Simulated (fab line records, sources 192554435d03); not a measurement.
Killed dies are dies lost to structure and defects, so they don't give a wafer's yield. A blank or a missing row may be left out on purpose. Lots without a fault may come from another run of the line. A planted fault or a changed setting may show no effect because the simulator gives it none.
fab line records | flow n5_finfet
record lots=5 wafers=15 last_day=17
route steps=1938 shown MOL_CONTACT_COAG@604 BEOL_M4@1111 PASSIVATION@1936
lots that met no fault: from a run of the same line without faults
start_h: hours from the record's first day to the start of the lot's first wafer shown | wait_h: hours since the lot's step before | " the same as in the row above | L1.1+2: a row that stands for several wafers | - no value, or no start given | * or withheld: withheld | < > ~ a bound
route shown NAME@n: a module of which the file shows steps, and the number in the route of the first | usual: mean/standard deviation of fault-free wafers | same: alike in all rows | chamber/n: place in a boat | sites: the reading at each site | _std_site: their standard deviation | _edge_site: outer sites' mean less inner sites' | radius_mm: how far each site lies from the wafer's centre | mask NAME#n: copy n | behind: the tool/chamber that last shaped the wafer | hold: why the lot was held/for how many hours/how that ended | device: the transistor (n, p or np) that didn't switch | end of line: the same wafers' tests at the end of the route | a step without rows: its recipe alone | killed: dies lost to structure and defects at the first sort, not the wafer's yield | map: a wafer's dies, x killed, . not, _ none there
set.NAME: the setting as run; set.NAME@STEP: as run at that earlier step | model.NAME: the simulator's own value behind a step, which no gauge read
lots at some steps of the route; a table a step, a row a wafer
services: from which hour (start_h, from the record's first day; less than 0 if before it) a tool's chamber was out of use, for how many hours, and why
## steps
# step N5_MOL_CONTACT_COAG_INSPECT_42
# recipe mode=adi inspect_instrument=brightfield
# usual raw_defect_count=208/50
# columns lot.wafer tool chamber start_h wait_h raw_defect_count
L530.1 defect_inspect-01 - 105.32 0.1 164
L530.3 " - " " 146
L530.5 " - " " 206
L532.1 defect_inspect-02 - 118.87 0.1 283
L532.3 " - " " 269
L532.5 " - " " 219
L541.2 defect_inspect-01 - 175.55 0.0 220
L541.5 " - " " 242
L541.6 " - " " 228
L542.3 defect_inspect-02 - 178.20 0.0 159
L542.4 " - " " 194
L542.6 " - " " 255
L548.1 defect_inspect-02 - 214.56 0.1 224
L548.3 " - " " 180
L548.5 " - " " 224
# step N5_MOL_CONTACT_COAG_DESCUM_45
# recipe chemistry=O2 time_s=7 source_power_w=50 bias_power_w=20 pressure_mtorr=20 rf_frequency_hz=2.712e+07 temp_c=40 resist=CAR-EUV o2_flow_sccm=225
# usual drypump_motor_current_A=6.0/0.49 oes_product_au=0.80/0.08 rf_fwd_power_W=49.26/0.26 rf_vpp_V=243.9/1.3 showerhead_plenum_p_Torr=2.14/0.064 temp_c=40.01/0.11 throttle_valve_pct=20.40/0.17
# columns lot.wafer tool chamber start_h wait_h drypump_motor_current_A oes_product_au rf_fwd_power_W rf_hours_counter_h rf_vpp_V showerhead_plenum_p_Torr temp_c throttle_valve_pct
L530.1 rie_diel-03 2 105.39 0.1 5.8 0.98 49.03 0 244.1 2.24 40.22 20.54
L530.3 " 1 " " 6.7 0.76 49.47 146 244.6 2.18 40.04 20.06
L530.5 " 3 " " 6.1 0.78 49.19 - 242.4 2.10 40.07 20.45
L532.1 rie_diel-02 2 118.90 0.0 6.1 0.71 49.03 229 241.1 1.97 40.04 20.71
L532.3 " 3 " " 5.8 0.85 48.97 75 245.8 2.20 39.92 20.51
L532.5 " 1 " " 5.0 0.93 48.75 - 241.4 2.06 40.06 20.31
L541.2 rie_diel-02 1 175.59 0.0 5.0 0.89 49.15 35 243.5 2.05 39.86 20.30
L541.5 " 1 " " 4.9 0.88 49.31 - 239.9 2.05 39.88 20.34
L541.6 " 2 " " 6.0 0.70 48.83 - 241.3 1.97 39.90 20.72
L542.3 rie_diel-03 0 178.23 0.0 6.4 0.95 49.37 3 243.7 2.15 39.95 20.18
L542.4 " 3 " " 6.1 0.76 49.26 156 243.4 2.09 40.06 20.47
L542.6 " 2 " " 5.8 0.88 48.91 - 246.0 2.22 39.92 20.56
L548.1 rie_diel-03 1 214.60 0.0 6.7 0.73 49.34 190 245.4 2.16 39.99 20.11
L548.3 " 0 " " 6.4 0.90 49.69 17 242.8 2.14 40.02 20.18
L548.5 " 3 " " 6.1 0.74 48.96 - 241.7 2.08 40.14 20.49
# step N5_MOL_CONTACT_COAG_ETCH_65
# recipe chemistry=N2/H2 target=underlayer target_depth_a=130 mask_material=CAR-EUV time_s=10.4 ion_energy_ev=200 pressure_mtorr=30 source_w=840 bias_w=150 n2_flow_sccm=200 h2_flow_sccm=200 ends=cleared
# step N5_MOL_CONTACT_COAG_ETCH_66
# recipe chemistry=CF4 target=SiARC target_depth_a=130 mask_material=CAR-EUV time_s=21.7 ion_energy_ev=80 pressure_mtorr=40 source_w=545 bias_w=36 Ar_flow_sccm=100 cf4_flow_sccm=100 ends=cleared
# usual drypump_motor_current_A=6.0/0.49 etch_rf_on_time_s=21.76/0.3 oes_product_au=0.68/0.066 rf_fwd_power_W=531.7/1.6 rf_vpp_V=184.7/1.3 showerhead_plenum_p_Torr=2.19/0.064 throttle_valve_pct=15.58/0.18
# columns lot.wafer tool chamber start_h wait_h drypump_motor_current_A etch_rf_on_time_s oes_product_au rf_fwd_power_W rf_hours_counter_h rf_vpp_V showerhead_plenum_p_Torr throttle_valve_pct
L530.1 rie_diel-03 2 105.44 0.0 5.8 21.48 0.84 531.8 0 184.9 2.28 15.62
L530.3 " 1 " " 6.7 21.96 0.66 531.1 146 184.0 2.22 15.27
L530.5 " 3 " " 6.1 21.63 0.67 532.0 - 185.3 2.15 15.60
L532.1 rie_diel-02 2 118.96 0.0 6.0 21.70 0.60 531.6 229 182.5 2.03 15.95
L532.3 " 3 " " 5.8 21.47 0.73 533.0 75 185.9 2.26 15.69
L532.5 " 1 " " 5.0 21.83 0.79 531.0 - 183.4 2.10 15.38
L541.2 rie_diel-02 1 175.64 0.0 5.0 22.26 0.75 533.6 35 183.0 2.09 15.43
L541.5 " 1 " " 5.0 22.27 0.75 531.3 - 183.4 2.09 15.42
L541.6 " 2 " " 6.0 21.86 0.59 529.9 - 183.1 2.03 15.99
L542.3 rie_diel-03 0 178.28 0.0 6.4 21.81 0.82 531.5 3 184.9 2.19 15.26
L542.4 " 3 " " 6.1 21.54 0.65 530.4 156 184.2 2.14 15.66
L542.6 " 2 " " 5.8 21.67 0.75 530.3 - 185.6 2.27 15.65
L548.1 rie_diel-03 1 214.65 0.0 6.7 22.02 0.63 534.0 190 183.4 2.21 15.36
L548.3 " 0 " " 6.4 21.91 0.77 532.6 17 185.0 2.19 15.31
L548.5 " 3 " " 6.1 21.42 0.65 532.0 - 184.8 2.13 15.70
# step N5_MOL_CONTACT_COAG_ALD_133
# recipe material=SiO2 target_thk_a=50 temp_c=100 ald_precursor_family=BDEAS ald_co_reactant=O2-plasma pulse_time_s=1 co_reactant_pulse_time_s=1 purge_time_s=2 co_reactant_purge_time_s=2 ald_cycles=35 pressure_torr=2
# usual heater_power_w=77/8.6 precursor_pulse_height_rel=0.999/0.023
# columns lot.wafer tool chamber start_h wait_h heater_power_w precursor_pulse_height_rel
L530.1 ald_sin-04 0 105.52 0.1 61 1.013
L530.3 " 1 " " 69 0.998
L530.5 " 1 " " 70 1.029
L532.1 ald_sin-04 2 119.20 0.2 85 1.003
L532.3 " 3 " " 72 0.990
L532.5 " 2 " " 88 1.008
L541.2 ald_sin-03 1 175.72 0.1 80 0.973
L541.5 " 3 " " 86 0.983
L541.6 " 0 " " 80 0.996
L542.3 ald_sin-04 3 179.31 1.0 73 0.989
L542.4 " 2 " " 86 1.005
L542.6 " 0 " " 60 1.000
L548.1 ald_sin-03 3 215.39 0.7 84 1.019
L548.3 " 1 " " 78 0.997
L548.5 " 1 " " 82 1.003
# step N5_MOL_CONTACT_COAG_ETCHBACK_134
# recipe chemistry=CHF3 target=SiO2 target_depth_a=100 time_s=6.7 ion_energy_ev=200 pressure_mtorr=30 source_w=610 bias_w=170 Ar_flow_sccm=200 CHF3_flow_sccm=50
# step N5_MOL_CONTACT_COAG_ETCH_67
# recipe chemistry=N2/H2 target=SOC target_depth_a=600 overetch_a=210 mask_material=SiARC temp_c=40 time_s=101.2 ion_energy_ev=200 pressure_mtorr=30 source_w=840 bias_w=150 n2_flow_sccm=200 h2_flow_sccm=200
# usual drypump_motor_current_A=6.0/0.54 h2_flow_sccm=200.0/0.6 oes_product_au=0.67/0.07 rf_fwd_power_W=833.9/2.8 rf_vpp_V=525.6/2.4 showerhead_plenum_p_Torr=2.60/0.081 temp_c=40.01/0.11 throttle_valve_pct=17.76/0.23
# columns lot.wafer tool chamber start_h wait_h drypump_motor_current_A h2_flow_sccm oes_product_au rf_fwd_power_W rf_hours_counter_h rf_vpp_V showerhead_plenum_p_Torr temp_c throttle_valve_pct
L530.1 rie_diel-03 1 105.73 0.0 6.7 200.0 0.65 832.8 146 527.4 2.65 40.06 17.44
L530.3 " 2 " " 5.8 198.9 0.82 829.0 0 527.4 2.72 39.92 17.99
L530.5 " 2 " " 5.8 200.0 0.81 830.6 - 529.6 2.72 39.96 17.97
L532.1 rie_diel-03 1 119.51 0.0 6.7 200.4 0.64 835.3 151 527.6 2.65 39.95 17.44
L532.3 " 2 " " 5.8 200.2 0.79 833.2 5 528.7 2.72 39.99 17.98
L532.5 " 0 " " 6.4 200.8 0.59 834.3 - 526.2 2.61 40.11 17.87
L541.2 rie_diel-03 1 175.93 0.0 6.7 200.2 0.62 834.7 176 527.8 2.64 39.95 17.49
L541.5 " 0 " " 6.4 199.7 0.80 832.1 - 526.8 2.60 39.87 17.49
L541.6 " 3 " " 6.1 200.5 0.64 835.2 - 522.2 2.54 39.83 17.82
L542.3 rie_diel-05 3 179.53 0.0 6.4 199.5 0.61 836.7 188 525.6 2.62 40.15 17.90
L542.4 " 2 " " 5.9 200.3 0.59 829.8 226 526.5 2.62 40.15 17.61
L542.6 " 1 " " 4.9 200.4 0.73 836.5 - 524.4 2.47 40.15 17.46
L548.1 rie_diel-02 3 215.61 0.0 5.8 200.4 0.68 831.1 105 527.8 2.67 40.07 18.03
L548.3 " 1 " " 5.0 200.8 0.73 831.8 49 523.3 2.49 40.07 17.82
L548.5 " 1 " " 5.0 200.1 0.73 834.3 - 521.2 2.49 40.09 17.83
# step N5_MOL_CONTACT_COAG_STRIP_68
# recipe chemistry=N2/H2 temp_c=40 n2_flow_sccm=200 h2_flow_sccm=200 rf_frequency_hz=6e+07
# step N5_MOL_CONTACT_COAG_STRIP_69
# recipe chemistry=N2/H2 temp_c=40 n2_flow_sccm=200 h2_flow_sccm=200 rf_frequency_hz=6e+07
# step N5_MOL_CONTACT_COAG_ETCHBACK_136
# recipe chemistry=CHF3 target=SiO2 target_depth_a=250 time_s=16.7 ion_energy_ev=200 pressure_mtorr=30 source_w=610 bias_w=170 Ar_flow_sccm=200 CHF3_flow_sccm=50
# step N5_MOL_CONTACT_COAG_STRIP_120
# recipe chemistry=CHF3 resist=SiARC rf_frequency_hz=6e+07
# step N5_MOL_CONTACT_COAG_VIA_ETCH_117
# recipe chemistry=C4F6/O2 target_depth_a=400 overetch_a=80 mask_material=SOC target=SiO2 bias_w=455 pressure_mtorr=10 time_s=26 source_w=325 Ar_flow_sccm=300 C4F6_flow_sccm=10 O2_flow_sccm=10 ion_energy_ev=575.3 ends=end_point
# usual drypump_motor_current_A=6.0/0.54 oes_product_au=0.71/0.073 rf_fwd_power_W=319.4/1.8 rf_vpp_V=1594/15 showerhead_plenum_p_Torr=2.90/0.083 throttle_valve_pct=41.0/0.32
# columns lot.wafer tool chamber start_h wait_h drypump_motor_current_A oes_product_au rf_fwd_power_W rf_hours_counter_h rf_vpp_V showerhead_plenum_p_Torr throttle_valve_pct
L530.1 rie_diel-03 1 105.86 0.0 6.7 0.69 319.5 146 1600 2.95 40.6
L530.3 " 2 " " 5.8 0.88 316.6 0 1592 3.02 41.5
L530.5 " 2 " " 5.8 0.87 316.6 - 1592 3.02 41.5
L532.1 rie_diel-03 1 119.63 0.0 6.7 0.69 319.6 151 1599 2.95 40.6
L532.3 " 2 " " 5.8 0.84 316.2 5 1592 3.02 41.5
L532.5 " 0 " " 6.4 0.63 316.7 - 1613 2.91 40.8
L541.2 rie_diel-03 1 176.06 0.0 6.7 0.68 320.2 176 1600 2.94 40.7
L541.5 " 0 " " 6.4 0.85 320.7 - 1612 2.90 40.9
L541.6 " 3 " " 6.1 0.68 319.1 - 1565 2.83 41.2
L542.3 rie_diel-05 3 179.65 0.0 6.4 0.65 321.4 188 1598 2.94 41.0
L542.4 " 2 " " 5.9 0.64 318.8 226 1596 2.91 40.4
L542.6 " 1 " " 4.9 0.78 318.9 - 1575 2.78 41.0
L548.1 rie_diel-02 3 215.73 0.0 5.8 0.73 317.7 105 1611 2.98 41.5
L548.3 " 1 " " 5.0 0.77 318.3 49 1575 2.77 40.9
L548.5 " 1 " " 5.0 0.77 319.2 - 1575 2.77 40.9
# step N5_MOL_CONTACT_COAG_ETCH_124
# recipe chemistry=CH3F/O2 target=SiNx target_depth_a=65 mask_material=SOC stop_on=SiOC over_etch_frac=0.3 ion_energy_ev=120 pressure_mtorr=30 source_w=395 bias_w=73 Ar_flow_sccm=150 CH3F_flow_sccm=30 O2_flow_sccm=20 ends=end_point
# usual drypump_motor_current_A=6.0/0.54 oes_product_au=0.68/0.071 rf_fwd_power_W=390.0/1.8 rf_vpp_V=298.8/3 showerhead_plenum_p_Torr=2.05/0.06 throttle_valve_pct=16.27/0.19
# columns lot.wafer tool chamber start_h wait_h drypump_motor_current_A oes_product_au rf_fwd_power_W rf_hours_counter_h rf_vpp_V showerhead_plenum_p_Torr throttle_valve_pct model.SOC_of_MOL_CONTACT_COAG_COAT_62.thk_nm
L530.1 rie_diel-03 1 105.89 0.0 6.7 0.66 391.4 146 299.6 2.08 16.00 49
L530.3 " 2 " " 5.8 0.83 387.7 0 299.1 2.14 16.32 48.8
L530.5 " 2 " " 5.8 0.85 389.4 - 299.0 2.14 16.32 48.6
L532.1 rie_diel-03 1 119.66 0.0 6.7 0.65 392.2 151 300.8 2.08 16.00 49
L532.3 " 2 " " 5.8 0.80 387.2 5 298.1 2.13 16.33 48.6
L532.5 " 0 " " 6.4 0.60 392.5 - 301.9 2.05 16.37 49
L541.2 rie_diel-03 1 176.08 0.0 6.7 0.63 485.9 176 271.1 2.07 16.05 48.6
L541.5 " 0 " " 6.4 0.82 389.9 - 302.3 2.05 15.97 48.4
L541.6 " 3 " " 6.1 0.65 388.6 - 294.2 2.00 16.38 48.4
L542.3 rie_diel-05 3 179.68 0.0 6.4 0.62 391.9 188 301.0 2.07 16.52 48.6
L542.4 " 2 " " 5.9 0.60 390.1 226 298.8 2.06 16.18 48.6
L542.6 " 1 " " 4.9 0.75 389.2 - 296.1 1.96 16.11 48.4
L548.1 rie_diel-02 3 215.76 0.0 5.8 0.70 391.3 105 302.3 2.10 16.45 48.6
L548.3 " 1 " " 4.9 0.74 388.1 49 294.1 1.95 16.18 48.6
L548.5 " 1 " " 5.0 0.74 391.0 - 295.8 1.95 16.16 48.8
# step N5_MOL_CONTACT_COAG_ETCH_48
# recipe chemistry=C4F6/O2 target_depth_a=150 overetch_a=45 mask_material=SOC target=SiOC bias_w=465 pressure_mtorr=10 time_s=17 source_w=335 Ar_flow_sccm=300 C4F6_flow_sccm=10 O2_flow_sccm=10 ion_energy_ev=576
# step N5_BEOL_M4_RC_MEAS_101
# usual DIBL_N=36.4/1.4 DIBL_P=36.4/1.5 IOFF_N=0.156/0.022 IOFF_P=0.210/0.023 ION_N=675/9.1 ION_P=463/5.7 SS_N=71.6/0.45 SS_P=73.3/0.56 VT_N=250/3.1 VT_P=-250.3/2.3
# columns lot.wafer tool chamber start_h wait_h DIBL_N[mV/V] DIBL_P[mV/V] IOFF_N[nA/um] IOFF_P[nA/um] ION_N[uA/um] ION_P[uA/um] SS_N[mV/dec] SS_P[mV/dec] VT_N[mV] VT_P[mV]
L530.1 prober-01 0 202.15 0.0 34.8 36.3 0.141 0.185 678 460 71.9 72.6 253 -254.2
L530.3 " 0 " " 35.2 37.2 0.153 0.196 680 467 71.5 73.3 251 -251.4
L530.5 " 0 " " 35.5 36.8 0.151 0.196 666 458 72.1 73.1 250 -254.6
L532.1 prober-01 0 204.19 0.0 37.2 37.6 0.194 0.225 688 466 72.1 74.0 247 -251.5
L532.3 " 0 " " 36.7 36.4 0.174 0.203 679 461 70.8 74.3 250 -254.5
L532.5 " 0 " " 35.7 34.7 0.153 0.184 674 454 71.7 73.2 248 -252.9
L541.2 prober-01 0 257.46 0.2 34.8 34.8 0.123 0.179 656 450 71.4 73.2 256 -254.4
L541.5 " 0 " " 36.0 36.2 0.136 0.194 660 464 71.5 74.0 255 -252.4
L541.6 " 0 " " 37.7 37.9 0.170 0.232 671 461 72.1 73.5 252 -250.2
L542.3 prober-01 0 275.32 0.3 38.9 35.3 0.159 0.225 675 468 71.3 73.1 249 -250.0
L542.4 " 0 " " 39.6 35.1 0.165 0.218 667 458 72.0 73.3 250 -248.5
L542.6 " 0 " " 38.8 34.6 0.149 0.202 658 452 71.9 73.3 254 -249.9
L548.1 prober-02 0 310.96 0.0 34.6 35.7 0.124 0.189 660 465 71.1 72.1 249 -249.2
L548.3 " 0 " " 34.8 36.3 0.135 0.187 667 463 71.1 72.6 253 -251.5
L548.5 " 0 " " 34.5 35.2 0.127 0.180 671 460 71.5 72.2 252 -251.7
# step N5_PASSIVATION_PROBE_49
# usual defect_limited_yield=91.5/1.3 killed_at_M0_to_M3=33/10 killed_at_M4_up=13/4 killed_at_contacts=12/6.3 killed_at_front_end=39/11 killed_at_other=3.4/2.6 killed_dies=100/15 killed_open=65/11 killed_short=34/7.8 sort_bin_5_function=5.0/0.89 sort_bin_6_memory=3.2/0.58 sort_n_pass=1080/15 sort_yield_pct=91.5/1.3
# same gross_dies=1180 killed_at_back_side=0 sort_bin_4_leakage[%]=0 sort_bin_8_speed[%]=0
# columns lot.wafer tool chamber start_h wait_h defect_limited_yield[%] killed_at_M0_to_M3 killed_at_M4_up killed_at_contacts killed_at_front_end killed_at_other killed_dies killed_open killed_short sort_bin_5_function[%] sort_bin_6_memory[%] sort_n_pass sort_yield_pct[%]
L530.1 prober-01 - 308.45 0.0 90.8 37 20 7 43 1 108 87 21 6.0 3.0 1072 90.8
L530.3 prober-01 - 308.55 0.1 93.1 26 12 14 29 0 81 47 33 4.3 2.2 1099 93.1
L530.5 prober-01 - 308.65 0.2 92.5 30 8 6 43 2 89 54 29 4.3 2.6 1091 92.5
L542.3 prober-01 - 389.24 0.1 89.9 48 13 7 46 5 119 75 44 6.2 3.6 1061 89.9
L542.4 prober-01 - 389.29 0.2 93.0 36 13 2 30 2 83 47 36 4.5 2.3 1097 93.0
L542.6 prober-01 - 389.39 0.3 91.9 28 12 3 49 3 95 66 28 4.1 3.6 1085 91.9
# killed by level:class
L530.1 STI_FIN_REVEAL:geometric_particle:open=15 BEOL_M4:geometric_particle:open=14 BEOL_M1:geometric_particle:open=11 BEOL_M0_SAQP:geometric_particle:open=9 FIN_SAQP:geometric_particle:open=8 ILD0:geometric_particle:short=7 MOL_CONTACT_COAG:geometric_particle:open=7 BEOL_M2:geometric_particle:open=6
L530.3 BEOL_M0_SAQP:geometric_particle:open=11 MOL_CONTACT_COAG:geometric_particle:short=7 MOL_CONTACT_COAG:geometric_particle:open=7 FIN_SAQP:geometric_particle:open=6 BEOL_M0_SAQP:geometric_particle:short=6 GATE_CUT:geometric_particle:short=5 FIN_SAQP:geometric_particle:short=4 BEOL_M1:geometric_particle:open=4
L530.5 BEOL_M0_SAQP:geometric_particle:short=7 STARTING-WAFER:geometric_particle:open=6 STI_FIN_REVEAL:geometric_particle:open=5 ILD0:geometric_particle:open=5 MOL_CONTACT_COAG:geometric_particle:open=5 HKMG_FIN:area_etch=5 FIN_SAQP:geometric_particle:open=4 GATE_CUT:geometric_particle:open=4
L542.3 FIN_SAQP:geometric_particle:open=11 BEOL_M0_SAQP:geometric_particle:open=11 FIN_SAQP:geometric_particle:short=10 BEOL_M0_SAQP:geometric_particle:short=10 BEOL_M3:geometric_particle:open=8 STI_FIN_REVEAL:geometric_particle:open=6 MOL_CONTACT_COAG:geometric_particle:open=6 BEOL_M1:geometric_particle:open=6
L542.4 FIN_SAQP:geometric_particle:open=11 BEOL_M1:geometric_particle:open=10 BEOL_M3:geometric_particle:open=9 BEOL_M0_SAQP:geometric_particle:short=6 BEOL_M4:geometric_particle:short=6 FIN_SAQP:geometric_particle:short=4 BEOL_M0_SAQP:geometric_particle:open=4 STI_FIN_REVEAL:geometric_particle:open=3
L542.6 STI_FIN_REVEAL:geometric_particle:open=18 BEOL_M1:geometric_particle:open=8 FIN_SAQP:geometric_particle:open=7 FIN_SAQP:geometric_particle:short=7 BEOL_M2:geometric_particle:open=5 BEOL_M0_SAQP:geometric_particle:short=4 GATE_CUT:geometric_particle:short=3 BEOL_M0:geometric_particle:open=3
## services
# columns tool chamber start_h hours kind
rie_diel-03 2 82.90 - clean
rie_diel-03 2 82.90 - consumable_replace:focus_ring
rie_diel-03 2 82.90 - consumable_replace:showerhead
rie_diel-03 2 82.90 22.0 scheduled_down
rie_diel-03 2 82.90 22.0 vent_cycle
ald_sin-04 - 87.09 14.0 pm
ald_sin-04 0 87.09 14.0 vent_cycle
ald_sin-04 1 87.09 14.0 vent_cycle
ald_sin-04 2 87.09 14.0 vent_cycle
rie_diel-03 - 99.11 2.8 pm
rie_diel-02 3 127.94 2.0 repair
rie_diel-03 0 136.43 - clean
rie_diel-03 0 136.43 - consumable_replace:focus_ring
rie_diel-03 0 136.43 34.1 scheduled_down
rie_diel-03 0 136.43 34.1 vent_cycle
ald_sin-03 2 156.64 36.8 repair
rie_diel-02 2 187.65 - clean
rie_diel-02 2 187.65 - consumable_replace:focus_ring
rie_diel-02 2 187.65 - consumable_replace:showerhead
rie_diel-02 2 187.65 18.9 scheduled_down
rie_diel-02 2 187.65 18.9 vent_cycle
rie_diel-05 3 191.40 1.4 repair
ald_sin-04 2 205.60 7.8 repair
ald_sin-03 2 213.12 2.6 repair
## key
first_sign step=N5_MOL_CONTACT_COAG_ETCH_124 reading=rf_fwd_power_W direction=up sigmas=53 usual=* struck=*
effect step=N5_MOL_CONTACT_COAG_ETCH_124 reading=rf_vpp_V direction=down sigmas=9.3 usual=298.8 struck=271.1
model_effect step=N5_MOL_CONTACT_COAG_ETCH_124 value=SOC_of_MOL_CONTACT_COAG_COAT_62.thk_nm without=49 struck=48.6
met_at N5_MOL_CONTACT_COAG_ETCH_124
struck_wafers L541.2
onset_between 119.66 176.08
fault kind=process_parameter_drift tool=rie_diel-03 chamber=1 onset_h=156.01 steps=N5_MOL_CONTACT_COAG_ETCH_124 channel=source_w offset=94.8 shape=step end_h=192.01 acts_in=these_recipes_only stated=395
